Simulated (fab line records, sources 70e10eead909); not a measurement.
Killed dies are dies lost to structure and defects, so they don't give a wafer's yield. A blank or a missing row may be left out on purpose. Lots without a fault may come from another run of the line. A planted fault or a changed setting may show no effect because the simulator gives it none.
A struck lot beside a sound one | flow nand_harc | 15 steps out of a route of 1159
Sound: wafers L421.3, L421.4, L421.5. Struck: wafer L418.3. (L418.6 of the same lot was not struck and is left out.) The cause comes at the end.
At each step with rows: each side's tool, then ch and its chambers, then its first start. Under that, the readings that differ: sound wafers | struck wafers | difference of the means | sigmas: that difference in standard deviations of wafers without a fault.
alike: readings whose means differ by less than 2 such deviations, and words and numbers that are the same on both sides. not compared: withheld readings, readings that some wafer has no value for, bounds like >300 that may hide the same value, and numbers for which the record gives no deviation and whose values overlap.
The two part at a step that has a row with sigmas, a row that says differs or no value, or rows on one side only. Numbers that don't overlap but have no deviation are shown without sigmas and don't part them. A reading that every wafer of one side lacks parts them only if that side has two wafers or more.

first, 8 steps without rows for these wafers: NHARC_A_SGD_CUT_COAT_56 (time 75 s); NHARC_A_SGD_CUT_COAT_57 (time 65 s); NHARC_A_SGD_CUT_COAT_03 (resist thk 90 nm); NHARC_A_SGD_CUT_SOFTBAKE_04 (time 55 s); NHARC_A_SGD_CUT_EBR_05; NHARC_A_SGD_CUT_EXPOSE_06 (exposes mask SGD); NHARC_A_SGD_CUT_PEB_07 (peb time 65 s); NHARC_A_SGD_CUT_DEVELOP_08 (develop time 35 s).
NHARC_A_SGD_CUT_CD_MEAS_09: target cd 100 nm.
  sound on cd_sem-01 ch 0, day 19 00:07; struck on cd_sem-03 ch 0, day 17 22:32
  alike: cd_nm
NHARC_A_SGD_CUT_OVL_MEAS_10:
  sound on overlay-02, day 19 00:13; struck on overlay-01, day 17 22:38
  reading           | sound          | struck | difference | sigmas
  overlay_x_nm (nm) | 0.3 0.8 0.0    | -1.4   | -1.8       | -2
  overlay_y_nm (nm) | -0.5 -0.8 -0.9 | 1.2    | +1.9       | +2
NHARC_A_SGD_CUT_INSPECT_11:
  sound on defect_inspect-02, day 19 00:14; struck on defect_inspect-02, day 17 22:40
  reading          | sound    | struck | difference | sigmas
  raw_defect_count | 33 35 33 | 13     | -21        | -2
NHARC_A_SGD_CUT_DESCUM_14: chemistry O2, time 3 s.
  sound on rie_diel-01 ch 1,2, day 19 00:19; struck on rie_diel-02 ch 3, day 17 22:44
  alike: drypump_motor_current_A, oes_product_au, rf_vpp_V, showerhead_plenum_p_Torr, throttle_valve_pct
  not compared: rf_hours_counter_h
NHARC_A_SGD_CUT_ETCH_58: etches the open film in CF4, target depth 39 nm, time 65 s.
  sound on rie_diel-01 ch 0,1,2, day 19 00:25; struck on rie_diel-02 ch 0, day 17 22:49
  reading                         | sound             | struck | difference | sigmas
  oes_product_au (a.u.)           | 0.989 0.986 0.972 | 1.016  | +0.034     | +2
  run_length_s (s)                | 87.0 86.1 85.7    | 66.7   | -19.6      | -39
  showerhead_plenum_p_Torr (Torr) | 1.87 1.79 1.81    | 1.69   | -0.13      | -2
  alike: drypump_motor_current_A, rf_vpp_V, throttle_valve_pct
  not compared: rf_hours_counter_h
NHARC_A_SGD_CUT_ETCH_59: etches the open film in N2/H2, target depth 260 nm, time 406.25 s.
  sound on rie_diel-01 ch 2,3; struck on rie_diel-02 ch 2
  alike: drypump_motor_current_A, oes_product_au, rf_vpp_V, run_length_s, showerhead_plenum_p_Torr, throttle_valve_pct
  not compared: rf_hours_counter_h
-- the record jumps here: 6 days lie between the struck wafers' starts before and after (it left off in module A_SGD_CUT and takes up again in module END, whose first step shown is number 1159 of the route) --
NHARC_END_SORT_01:
  the record has rows for the struck wafers here (prober-01 ch 0, day 23 20:31) and none for the sound ones

WHERE THEY PART
First at NHARC_A_SGD_CUT_OVL_MEAS_10; last, within this record, at NHARC_END_SORT_01.

WHY: what the simulator had put in
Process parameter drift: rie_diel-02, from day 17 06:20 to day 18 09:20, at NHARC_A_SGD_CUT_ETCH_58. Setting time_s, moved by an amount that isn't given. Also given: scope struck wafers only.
